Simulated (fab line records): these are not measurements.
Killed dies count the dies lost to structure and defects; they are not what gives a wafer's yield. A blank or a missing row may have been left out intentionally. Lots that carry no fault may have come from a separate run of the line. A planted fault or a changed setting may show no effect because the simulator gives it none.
Chamber matching | flow n5-finfet | 4 sister chambers for N5_BEOL_M8_ETCH_65 on rie-diel-02
The step etches SiARC in CF4, target depth 15.6 nm, time 26 s. 4 wafers are shown with their chamber, then 9 later ones without.

## WAFERS PAIRED WITH THEIR CHAMBERS
wafer  | chamber | showerhead-plenum-p-Torr (Torr)
L084.4 | 0       | 2.13
L087.3 | 1       | 2.09
L087.5 | 2       | 2.04
L087.6 | 3       | 2.13

## WAFERS WHOSE CHAMBER IS MISSING
wafer  | showerhead-plenum-p-Torr (Torr)
L094.1 | 2.12
L094.2 | 2.13
L094.3 | 2.08
L095.2 | 2.13
L095.3 | 2.08
L095.6 | 2.13
L096.1 | 2.13
L096.3 | 2.03
L096.5 | 2.12

## WHICH CHAMBER EACH WENT THROUGH
wafer  | from the rows above     | in truth
L094.1 | can't be placed: 0 or 3 | 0
L094.2 | can't be placed: 0 or 3 | 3
L094.3 | 1                       | 1
L095.2 | can't be placed: 0 or 3 | 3
L095.3 | 1                       | 1
L095.6 | can't be placed: 0 or 3 | 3
L096.1 | can't be placed: 0 or 3 | 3
L096.3 | 2                       | 2
L096.5 | can't be placed: 0 or 3 | 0
Correctly placed: 3 of 9. From these rows, 6 cannot be placed; in 6 the true chamber is one of the candidates. 0 placed wrongly.
How it was worked out, from the rows above alone: a wafer's distance from a chamber is the root of the sum, over the readings, of the square of ((its reading less the chamber's mean) divided by the reading's scatter). The wafer belongs to the nearest chamber; if the next one is less than 2 further off, it can't be placed. The mean given for a chamber averages the wafers shown for that chamber. The scatter: root of mean squared gap, hidden wafer to nearest shown wafer, with one shown wafer a chamber.
